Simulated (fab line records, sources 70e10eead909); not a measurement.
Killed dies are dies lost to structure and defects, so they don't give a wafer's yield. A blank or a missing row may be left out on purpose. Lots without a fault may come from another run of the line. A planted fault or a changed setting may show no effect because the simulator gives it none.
A struck lot beside a sound one | flow nand_harc | 16 steps out of a route of 1302
Sound: wafers L658.1, L658.4, L658.6. Struck: wafers L668.2, L668.4. The cause comes at the end.
At each step with rows: each side's tool, then ch and its chambers, then its first start. Under that, the readings that differ: sound wafers | struck wafers | difference of the means | sigmas: that difference in standard deviations of wafers without a fault.
alike: readings whose means differ by less than 2 such deviations, and words and numbers that are the same on both sides. not compared: withheld readings, readings that some wafer has no value for, bounds like >300 that may hide the same value, and numbers for which the record gives no deviation and whose values overlap.
The two part at a step that has a row with sigmas, a row that says differs or no value, or rows on one side only. Numbers that don't overlap but have no deviation are shown without sigmas and don't part them. A reading that every wafer of one side lacks parts them only if that side has two wafers or more.

NHARC_A_ONON_D2_THK_MEAS_02: measures by ellipsometry.
  sound on film_metro-01, day 14 08:22; struck on film_metro-01, day 18 09:10
  alike: thk_nm
then, 1 step without rows for these wafers: NHARC_A_ONON_D2_DEP_03 (target thk 1000 nm).
NHARC_A_ONON_D2_THK_MEAS_05: measures by ellipsometry.
  sound on film_metro-02, day 14 08:56; struck on film_metro-01, day 18 09:43
  alike: thk_nm
then, 1 step without rows for these wafers: NHARC_A_ONON_D2_DEP_06 (target thk 1000 nm).
NHARC_A_ONON_D2_THK_MEAS_08: measures by ellipsometry.
  sound on film_metro-02, day 14 09:30; struck on film_metro-01, day 18 10:17
  alike: thk_nm
then, 1 step without rows for these wafers: NHARC_A_ONON_D2_DEP_09 (target thk 1000 nm).
NHARC_A_ONON_D2_THK_MEAS_11: measures by ellipsometry.
  sound on film_metro-01, day 14 10:04; struck on film_metro-02, day 18 10:52
  alike: thk_nm
then, 1 step without rows for these wafers: NHARC_A_ONON_D2_DEP_12 (target thk 1000 nm).
NHARC_A_ONON_D2_THK_MEAS_14: measures by ellipsometry.
  sound on film_metro-02, day 14 10:38; struck on film_metro-01, day 18 11:26
  alike: thk_nm
then, 2 steps without rows for these wafers: NHARC_A_ONON_D2_ANNEAL_15 (time 3600 s); NHARC_A_ONON_D2_DEP_16 (target thk 1000 nm).
NHARC_A_ONON_D2_THK_MEAS_18: measures by ellipsometry.
  sound on film_metro-01, day 14 18:02; struck on film_metro-02, day 18 18:47
  alike: thk_nm
NHARC_A_ONON_D2_DEP_19: target thk 1000 nm.
  sound on pecvd_onon-01 ch 0, day 14 18:05; struck on pecvd_onon-04 ch 0, day 18 18:53
NHARC_A_ONON_D2_THK_MEAS_21: measures by ellipsometry.
  sound on film_metro-01, day 14 18:36; struck on film_metro-02, day 18 19:21
  reading     | sound       | struck    | difference | sigmas
  thk_nm (nm) | 988 987 985 | 1064 1064 | +77        | +8
then, 1 step without rows for these wafers: NHARC_A_ONON_D2_DEP_22 (target thk 1000 nm).
NHARC_END_SORT_01:
  the record has rows for the sound wafers here (prober-02 ch 0, day 25 23:46) and none for the struck ones

WHERE THEY PART
First at NHARC_A_ONON_D2_THK_MEAS_21; last, within this record, at NHARC_END_SORT_01.

WHY: what the simulator had put in
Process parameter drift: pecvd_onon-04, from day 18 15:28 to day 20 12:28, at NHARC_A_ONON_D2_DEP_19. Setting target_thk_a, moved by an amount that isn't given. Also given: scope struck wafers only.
